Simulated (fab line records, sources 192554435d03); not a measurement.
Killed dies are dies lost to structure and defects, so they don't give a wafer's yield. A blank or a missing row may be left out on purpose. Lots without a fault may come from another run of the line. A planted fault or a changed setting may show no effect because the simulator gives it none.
One fault seen from 2 desks | flow n5_finfet | each desk has only its own numbers; what lay behind them comes last

THE TOOL OWNER'S DESK: pecvd-03
The tool's own readings at N5_BEOL_M11_DEP_56 (deposits SiCN from 3MS/NH3, target thk 30 nm, time 10.5 s): means of the sampled wafers that have a number, for each lot that ran on this tool. A lot is out of limits, marked OUT, if its mean lies more than 4 standard deviations from the usual mean; the brackets give that distance.
Columns: A = showerhead_plenum_p_Torr at N5_BEOL_M11_DEP_56, usual 4.160 Torr; B = throttle_valve_pct at N5_BEOL_M11_DEP_56, usual 18.4 %
lot  | first seen here | A     | B
L179 | day 13 04:26    | 4.170 | 17.4
L186 | day 15 02:04    | 4.176 | 17.8
This desk's finding: nothing out of limits on any of the 2 lots.

THE METROLOGY DESK
What the gauges read, lot by lot, whatever tool the lot ran on: means of the sampled wafers that have a number. A lot is out of limits, marked OUT, if its mean lies more than 4 standard deviations from the usual mean; the brackets give that distance.
Columns: A = M11_THK at N5_BEOL_M11_THK_MEAS_53, usual 141.1 nm; B = M11_RS at N5_BEOL_M11_RS_MEAS_57, usual 0.1510 ohm/sq
lot  | first seen here | A     | B
L179 | day 13 04:23    | 142.1 | 0.1505
L180 | day 13 17:12    | 140.8 | 0.1515
L186 | day 15 01:58    | 140.3 | 0.1512
L192 | day 16 03:00    | 142.5 | 0.1511
L191 | day 16 15:34    | 141.9 | 0.1489
This desk's finding: nothing out of limits on any of the 5 lots.

PUT TOGETHER
The tool owner's desk saw nothing out of limits.
The metrology desk saw nothing out of limits.

WHAT THE SIMULATOR HAD PUT IN
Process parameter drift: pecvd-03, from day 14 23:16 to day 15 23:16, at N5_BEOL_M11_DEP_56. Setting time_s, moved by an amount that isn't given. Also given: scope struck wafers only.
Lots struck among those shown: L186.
